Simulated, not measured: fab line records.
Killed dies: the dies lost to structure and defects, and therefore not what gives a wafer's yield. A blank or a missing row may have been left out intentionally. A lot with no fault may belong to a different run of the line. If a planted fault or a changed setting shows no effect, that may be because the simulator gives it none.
The tool behind it: which one? -- flow n5 finfet -- 8 lots with 23 wafers sampled at 7 steps, on a route of 1938 steps

## WHAT THE GAUGES SHOWED, per wafer
N5_SD_EPI_N_INSPECT_26: inspects for defects (darkfield).
lot,measured,on,raw defect count
L383,day 3 09:04,defect inspect-01,310 306 331
L385,day 3 22:51,defect inspect-02,277 239 258
L387,day 4 10:46,defect inspect-01,199 223
L389,day 4 23:08,defect inspect-02,196 177 208
L390,day 5 09:40,defect inspect-02,236 254 233
L398,day 7 06:07,defect inspect-01,174 139 184
L401,day 7 23:08,defect inspect-01,260 236 196
L404,day 8 17:09,defect inspect-02,215 138 181

N5_SD_EPI_P_EPI_MEAS_23.
lot,measured,on,thk nm (nm)
L383,day 3 14:16,film metro-01,62.9 61.9 64.1
L385,day 4 03:43,film metro-02,60.8 62.1 61.5
L387,day 4 14:49,film metro-02,58.9 63.6
L389,day 5 03:17,film metro-02,42.6 43.7 42.7
L390,day 5 13:42,film metro-02,45.1 44.4 44.5
L398,day 7 10:02,film metro-01,60.5 60.7 62.3
L401,day 8 03:40,film metro-01,61.5 59.0 64.0
L404,day 8 22:08,film metro-01,60.4 60.9 62.3

N5_SD_ACTIVATION_RS_MEAS_03: a four-point-probe measurement.
lot,measured,on,RS_SD_N (ohm/sq),RS_SD_P (ohm/sq)
L383,day 3 14:53,film metro-01,22.33 22.02 22.14,54.6 54.6 54.6
L385,day 4 04:20,film metro-02,22.16 22.58 22.04,56.1 56.7 56.5
L387,day 4 15:29,film metro-01,22.24 21.90,57.9 56.7
L389,day 5 03:56,film metro-02,22.07 22.11 22.11,103.2 104.1 104.6
L390,day 5 14:20,film metro-02,21.78 21.64 21.73,102.3 99.3 100.3
L398,day 7 10:40,film metro-01,22.16 22.06 21.87,56.0 55.9 54.7
L401,day 8 04:20,film metro-02,21.70 21.68 21.60,55.3 57.1 56.0
L404,day 8 22:56,film metro-01,21.96 21.87 22.01,55.9 55.4 55.6

N5_BEOL_M4_RC_MEAS_101.
lot,measured,on,DIBL_N (mV/V),DIBL_P (mV/V),IOFF_N (nA/um),IOFF_P (nA/um),ION_N (uA/um),ION_P (uA/um),RC_DENSE_P (ohm.um),RC_P (ohm.um),REXT_P (ohm.um),RS_SD_P (ohm/sq),SS_N (mV/dec),SS_P (mV/dec),VT_N (mV),VT_P (mV),VT_P_LVT (mV)
L383,day 7 19:20,prober-01,38.4 36.5 39.9,37.3 36.1 39.5,0.22 0.17 0.24,0.24 0.21 0.27,688 667 679,468 460 461,23.9 23.6 26.2,19.6 19.5 21.2,100.0 100.2 102.8,64.0 64.8 63.5,72.3 71.8 72.8,74.0 73.1 74.7,242 248 245,-247 -253 -247,-95 -98 -94
L385,day 8 17:16,prober-01,36.2 34.6 33.8,38.4 33.9 35.0,0.18 0.15 0.13,0.24 0.17 0.18,671 667 657,468 461 457,23.3 24.2 24.3,19.0 20.0 19.7,102.1 101.2 101.8,65.7 66.4 66.7,72.0 72.0 71.6,73.2 72.3 72.8,251 252 252,-247 -251 -252,-96 -99 -100
L387,day 9 04:13,prober-01,38.2 36.4,37.2 35.1,0.18 0.15,0.25 0.22,685 673,471 469,24.4 24.3,20.1 19.8,104.0 104.7,68.4 65.9,71.5 71.0,73.8 72.5,247 248,-247 -250,-95 -98
L389,day 9 20:13,prober-01,35.6 38.9 38.5,34.2 36.5 35.7,0.16 0.21 0.21,0.15 0.17 0.15,682 692 687,431 434 423,28.2 27.7 28.2,23.0 22.6 23.1,139.4 139.4 140.0,117.7 118.9 118.2,71.4 71.5 72.3,73.8 73.8 73.7,247 248 248,-260 -258 -259,-109 -108 -109
L390,day 10 03:54,prober-01,39.1 37.8 36.3,38.2 35.6 34.5,0.18 0.16 0.14,0.14 0.12 0.11,665 665 666,417 415 411,27.8 27.3 28.1,22.5 22.5 23.0,138.4 136.0 138.5,117.8 114.1 116.7,73.1 72.4 71.7,73.7 72.6 72.4,252 255 255,-263 -261 -266,-112 -112 -115
L398,day 12 09:42,prober-01,38.6 42.1 40.1,38.3 41.9 38.9,0.18 0.27 0.22,0.26 0.32 0.26,678 703 697,468 473 474,22.7 23.5 22.6,18.7 19.1 18.3,99.0 98.8 97.9,65.3 65.7 64.0,72.4 73.1 73.2,74.2 75.1 74.1,246 244 247,-246 -243 -249,-96 -92 -95
L401,day 12 19:32,prober-02,36.3 37.6 38.5,36.1 37.0 37.8,0.15 0.17 0.17,0.20 0.21 0.21,689 677 669,471 458 457,23.9 22.6 22.4,19.3 18.8 18.3,98.2 99.8 98.4,64.8 66.9 65.8,71.4 71.7 72.2,72.4 72.8 73.7,249 248 253,-251 -250 -252,-100 -99 -102
L404,day 13 12:23,prober-02,38.9 36.0 34.5,38.9 36.7 36.0,0.22 0.15 0.13,0.25 0.21 0.20,682 675 664,458 466 462,23.5 24.9 25.9,19.2 20.4 21.0,95.0 95.7 96.5,66.6 65.9 65.3,72.6 71.9 71.6,73.9 72.7 73.4,248 249 253,-249 -248 -250,-98 -99 -99

## WHAT TOOL EACH LOT RAN ON (gives the tool, then ch and the chambers of the sampled wafers, and finally the start)
lot,N5_SD_EPI_P_ETCH_36,N5_SD_EPI_P_ETCH_16,N5_SD_EPI_P_EPI_21
L383,"rie diel-01 ch 0,1, day 3 10:03","rie diel-01 ch 0, day 3 11:16","epi rpcvd-04 ch 0, day 3 12:26"
L385,"rie diel-05 ch 1,3, day 3 23:22","rie diel-05 ch 1,3, day 3 23:58","epi rpcvd-04 ch 0, day 4 00:49"
L387,"rie diel-01 ch 0,1, day 4 11:19","rie diel-01 ch 0,1, day 4 11:53","epi rpcvd-01 ch 0, day 4 13:41"
L389,"rie diel-02 ch 1,2,3, day 4 23:45","rie diel-02 ch 1,2,3, day 5 00:20","epi rpcvd-04 ch 0, day 5 02:08"
L390,"rie diel-01 ch 2,3, day 5 10:11","rie diel-01 ch 2,3, day 5 10:46","epi rpcvd-04 ch 0, day 5 12:13"
L398,"rie diel-05 ch 0,2,3, day 7 06:31","rie diel-05 ch 0,2,3, day 7 07:05","epi rpcvd-03 ch 0, day 7 08:11"
L401,"rie diel-02 ch 0,2, day 7 23:52","rie diel-02 ch 0,2, day 8 00:43","epi rpcvd-03 ch 0, day 8 02:32"
L404,"rie diel-01 ch 2,3, day 8 17:47","rie diel-01 ch 2,3, day 8 18:22","epi rpcvd-03 ch 0, day 8 19:42"
- N5_SD_EPI_P_ETCH_36: etches SiARC in CF4, target depth 45.5 nm, time 75.8 s.
- N5_SD_EPI_P_ETCH_16: etches SiO2 in CHF3/O2, target depth 5 nm.
- N5_SD_EPI_P_EPI_21: deposits SiGe:B, time 355 s.

## AS READ BY THE TOOLS THEMSELVES (means over the sampled wafers that have a number; for cases with no such wafer, the mark the record gives instead)
N5_SD_EPI_P_ETCH_36.
lot,tool,drypump motor current A (A),etch rf on time s (s),oes product au (a.u.),rf vpp V (V),showerhead plenum p Torr (Torr),throttle valve pct (%)
L383,rie diel-01,6.2,74.2,0.66,184.5,2.16,15.42
L385,rie diel-05,5.9,75.8,0.66,184.8,2.16,15.60
L387,rie diel-01,6.2,74.4,0.64,184.4,2.17,15.47
L389,rie diel-02,6.2,76.0,0.61,182.5,2.13,15.94
L390,rie diel-01,5.8,75.4,0.70,183.3,2.11,15.56
L398,rie diel-05,5.8,76.3,0.67,184.6,2.14,15.54
L401,rie diel-02,5.8,76.2,0.60,183.6,2.15,15.75
L404,rie diel-01,5.8,75.8,0.67,183.7,2.10,15.60

N5_SD_EPI_P_ETCH_16.
lot,tool,drypump motor current A (A),oes product au (a.u.),rf vpp V (V),showerhead plenum p Torr (Torr),throttle valve pct (%)
L383,rie diel-01,6.1,0.69,529,2.47,18.87
L385,rie diel-05,5.9,0.77,529,2.42,18.84
L387,rie diel-01,6.2,0.75,525,2.45,18.79
L389,rie diel-02,6.2,0.71,509,2.38,19.15
L390,rie diel-01,5.8,0.82,522,2.37,18.87
L398,rie diel-05,5.8,0.80,527,2.40,18.83
L401,rie diel-02,5.8,0.71,507,2.41,18.95
L404,rie diel-01,5.8,0.77,521,2.37,18.91

N5_SD_EPI_P_EPI_21.
lot,tool,chamber pressure Torr (Torr),lamp inner pct (%),susceptor_temp_C_max
L383,epi rpcvd-04,19.97,10.1,551.4
L385,epi rpcvd-04,19.98,10.0,551.1
L387,epi rpcvd-01,20.03,10.5,551.7
L389,epi rpcvd-04,8.20,10.0,551.5
L390,epi rpcvd-04,8.28,10.0,551.4
L398,epi rpcvd-03,19.93,11.7,551.0
L401,epi rpcvd-03,19.99,11.6,550.8
L404,epi rpcvd-03,19.97,11.6,551.3

## THE ANSWER, worked out from the rows above alone
Rule: usual is defined by the lots themselves. Put in order of their means at a reading, lots are off if they are a third of the lots or fewer, leave a main group of 4 or more, and stand apart from it by a gap of 3 or more times the standard deviation of the main group's means; of several such gaps the widest counts. A main group whose means are all the same, to the digits that the tables above print for the reading, isn't used. A lot without any number at a reading at which 4 lots or more have one is off too. Where the step has rows for the other lots, those lots are counted as sound. After the gauges, taken in route order, come the tools' own readings; for these a lot's mean is taken, as printed above. At the first step where some lot is off, the reading lying furthest off is the one used; lots without a number count as furthest.
Off: L389, L390 (N5_SD_EPI_P_EPI_MEAS_23, thk nm). Mean 61.6 nm and standard deviation 0.63 in the main group.
If a tool, at a process step before that reading, ran all the lots that are off and no sound lot after the first of them, it fits. The gauges at N5_SD_EPI_P_EPI_MEAS_23 aren't tried: what is off there is off at N5_BEOL_M4_RC_MEAS_101 too, on other tools, and a gauge's error can't cause that. One fits: N5_SD_EPI_P_EPI_21 on epi rpcvd-04. Its last sound lot is L385 (day 4 00:49), its first lot that is off L389 (day 5 02:08): a fault that began between those two fits.
The tool's own readings at N5_SD_EPI_P_EPI_21 bear it out: on the lots that are off they differ by more than 5 times the standard deviation of the sound lots' means. chamber pressure Torr reads 8.24 Torr there against 19.98 Torr on the sound lots.

## WHAT THE SIMULATOR PUT IN
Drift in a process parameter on epi rpcvd-04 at N5_SD_EPI_P_EPI_21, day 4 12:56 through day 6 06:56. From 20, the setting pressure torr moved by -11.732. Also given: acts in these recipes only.
Struck lots among those shown: L389, L390. The same result came from the rule above.
